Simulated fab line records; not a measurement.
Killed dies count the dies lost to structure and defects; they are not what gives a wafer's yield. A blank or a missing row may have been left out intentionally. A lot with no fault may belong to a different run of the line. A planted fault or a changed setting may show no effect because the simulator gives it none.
Struck lot and sound lot, side by side || flow nand-harc || 14 steps out of a route of 1302
Sound: these wafers, L752.1, L752.3, L752.5. The struck wafers were L747.1, L747.3, L747.5. Last of all comes the cause.
Order at every step that has rows: each side's tool, ch and its chambers, its first start. Under that, the readings that differ: sound wafers || struck wafers || difference of the means || sigmas: that difference in standard deviations of wafers without a fault.
alike: readings with means less than 2 such deviations apart, plus words and numbers identical on both sides. not compared: withheld readings, readings lacking a value on some wafer, bounds such as >300 that could conceal the same value, and numbers that have no deviation in the record and whose values overlap.
A row with sigmas, a row that says differs or no value, or rows on one side alone: a step with any of these is where the two part. When numbers do not overlap yet have no deviation, they are printed without sigmas and do not part them. Lack of a reading on every wafer of one side parts them only where that side has two or more wafers.

NHARC_A_BLC_DESCUM_15: chemistry O2, time 3 s.
  sound on rie-diel-11 ch 0,1,2, day 28 22:56; struck on rie-diel-09 ch 0,2,3, day 26 11:40
  alike: drypump-motor-current-A, oes-product-au, rf-vpp-V, showerhead-plenum-p-Torr, throttle-valve-pct
  not compared: rf-hours-counter-h
NHARC_A_BLC_ETCH_16: etches the open film in CF4, target depth 39 nm, time 65 s.
  sound on rie-diel-11 ch 0,1, day 28 23:01; struck on rie-diel-09 ch 0,2,3, day 26 11:44
  alike: drypump-motor-current-A, oes-product-au, rf-vpp-V, showerhead-plenum-p-Torr, throttle-valve-pct
  not compared: rf-hours-counter-h
NHARC_A_BLC_ETCH_17: etches the open film in N2/H2, target depth 390 nm, time 609.38 s.
  sound: rie-diel-11 ch 0,2; struck: rie-diel-09 ch 0,3
  alike: drypump-motor-current-A, oes-product-au, rf-vpp-V, showerhead-plenum-p-Torr, throttle-valve-pct
  not compared: rf-hours-counter-h
NHARC_A_BLC_ETCH_18: etches the open film in C4F8/O2/Ar, target depth 910 nm.
  sound: rie-diel-11 ch 0,1,2; struck: rie-diel-09 ch 1,2,3
  alike: oes-product-au, rf-vpp-V
  not compared: rf-hours-counter-h
NHARC_A_BLC_CD_MEAS_19:
  sound: cd-sem-02 at day 28 23:55; struck: cd-sem-03 at day 26 12:37
  alike: cd-nm
then, 5 steps without rows for these wafers: NHARC_A_BLC_STRIP_29 (strips in CF4); NHARC_A_BLC_STRIP_21 (strips in O2); NHARC_A_BLC_STRIP_22 (strips in post etch residue remover, time 600 s); NHARC_A_BLC_DEGAS_30 (time 60 s); NHARC_A_BLC_PRE_CLEAN_31 (time 15 s).
NHARC_A_BLC_PVD_32: deposits Ti, target thk 5 nm, time 17.7 s.
  sound on pvd-sputter-01; struck on pvd-sputter-02
  alike: cathode-dc-power-W, chamber-pressure-pa, throttle-valve-pct
then, 1 step without rows for these wafers: NHARC_A_BLC_ALD_23 (deposits TiN, target thk 3 nm, pulse time 1 s, ald cycles 150).
NHARC_A_BLC_CVD_24: deposits W, target thk 150 nm, time 434 s.
  sound on cvd-w-01 ch 1, day 29 01:02; struck on cvd-w-02 ch 0,1, day 26 14:21
  alike: heater-power-w, mfc-wf6-sccm, throttle-valve-pct
NHARC_A_BLC_CMP_25: polishes, t overpolish 30 s, target thk 150 nm.
  sound on cmp-04 ch 1,2,3, day 29 01:32; struck on cmp-01 ch 0,2, day 26 14:56
{"reading": "time-to-endpoint-s (s)", "sound": "30.1 28.1 30.8", "struck": "54.9 54.5 58.2", "difference": "+26.2", "sigmas": "+11"}
  alike: motor-current-A, overpolish-run-s

WHERE THEY PART
Within this record, at NHARC_A_BLC_CMP_25 only.

WHY: what the simulator had put in
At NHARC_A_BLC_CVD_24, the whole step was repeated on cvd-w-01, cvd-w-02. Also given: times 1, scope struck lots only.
